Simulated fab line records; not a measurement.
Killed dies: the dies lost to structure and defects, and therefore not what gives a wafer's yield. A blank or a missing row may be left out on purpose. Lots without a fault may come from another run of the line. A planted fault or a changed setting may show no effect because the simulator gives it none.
Chamber matching -- flow n5 finfet -- ald metal-03 running N5_HKMG_FIN_PWFM_ALD_03: 4 sister chambers
The step deposits TiN, target thk 2 nm, pulse time 1 s, purge time 3 s. 14 wafers are shown with their chamber, then 7 later ones without.

## WAFERS WITH THEIR CHAMBER
wafer,chamber,heater power w (W),precursor pulse height rel
L075.1,0,855,1.001
L075.2,1,1047,1.029
L075.3,2,1050,1.000
L076.2,2,1016,0.976
L076.3,0,832,1.015
L076.6,2,1024,1.035
L079.3,3,931,0.996
L079.4,3,933,0.992
L079.5,2,1049,0.988
L080.2,2,1059,1.009
L080.4,3,959,1.007
L080.6,2,1033,1.001
L082.2,2,1056,1.006
L082.3,1,1050,0.988

SIGNATURES (means of the wafers above)
reading,chamber 0,chamber 1,chamber 2,chamber 3,scatter within a chamber
heater power w,843.50,1048.50,1041.00,941.00,15.6
precursor pulse height rel,1.00800,1.00850,1.00214,0.99833,0.0176
Rule: a wafer lies at a distance from a chamber equal to the root of the sum of squares, over the readings, of (its reading less the chamber's mean, divided by the reading's scatter). If the next closest chamber is less than 2 further off than the closest, the wafer can't be placed; otherwise it belongs to the closest. The scatter: take each reading less its chamber's mean, square it, sum over the shown wafers, divide by the number of wafers less the number of chambers, and take the root.

## WAFERS WITHOUT THEIR CHAMBER
wafer,heater power w (W),precursor pulse height rel
L082.6,928,0.999
L090.2,1045,0.997
L090.3,1068,1.017
L090.5,1049,0.965
L096.1,856,1.007
L096.5,852,0.998
L096.6,1056,1.021

## EACH ONE'S CHAMBER
wafer,from the rows above,in truth
L082.6,3,3
L090.2,can't be placed: 2 or 1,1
L090.3,can't be placed: 1 or 2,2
L090.5,can't be placed: 2 or 1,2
L096.1,0,0
L096.5,0,0
L096.6,can't be placed: 1 or 2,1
Correct placement for 3 of the 7. Cannot be placed on the basis of these rows: 4; the candidates contain the true chamber in 4. Placed wrongly: 0.
